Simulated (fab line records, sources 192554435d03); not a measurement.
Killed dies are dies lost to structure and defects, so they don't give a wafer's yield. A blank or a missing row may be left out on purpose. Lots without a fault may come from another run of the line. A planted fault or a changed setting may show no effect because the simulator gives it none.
Chamber matching | flow n5_finfet | N5_DUMMY_REMOVAL_STRIP_10 on rie_diel-03: 4 sister chambers
The step strips in N2/H2, time 40 s. 4 wafers are shown with their chamber, then 9 later ones without.

WAFERS WITH THEIR CHAMBER
wafer  | chamber | showerhead_plenum_p_Torr (Torr)
L089.1 | 2       | 3.25
L089.5 | 3       | 3.27
L090.1 | 1       | 3.45
L090.3 | 0       | 3.23

WAFERS WITHOUT THEIR CHAMBER
wafer  | showerhead_plenum_p_Torr (Torr)
L090.4 | 3.27
L092.1 | 3.27
L092.2 | 3.24
L092.4 | 3.23
L093.1 | 3.26
L093.3 | 3.23
L093.4 | 3.24
L097.3 | 3.24
L097.5 | 3.22

WHICH CHAMBER EACH WENT THROUGH
wafer  | from the rows above     | in truth
L090.4 | 3                       | 3
L092.1 | 3                       | 3
L092.2 | can't be placed: 2 or 0 | 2
L092.4 | 0                       | 0
L093.1 | can't be placed: 2 or 3 | 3
L093.3 | 0                       | 0
L093.4 | can't be placed: 2 or 0 | 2
L097.3 | can't be placed: 2 or 0 | 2
L097.5 | 0                       | 0
Placed correctly: 5 of 9. Can't be placed from these rows: 4 (the true chamber is among the candidates in 4). Placed wrongly: 0.
How it was worked out, from the rows above alone: a wafer's distance from a chamber is the root of the sum, over the readings, of the square of ((its reading less the chamber's mean) divided by the reading's scatter). The wafer belongs to the nearest chamber; if the next one is less than 2 further off, it can't be placed. A chamber's mean is the mean of its shown wafers. The scatter: with one shown wafer a chamber, the root of the mean of the squares of how far each hidden wafer lies from its nearest shown one.
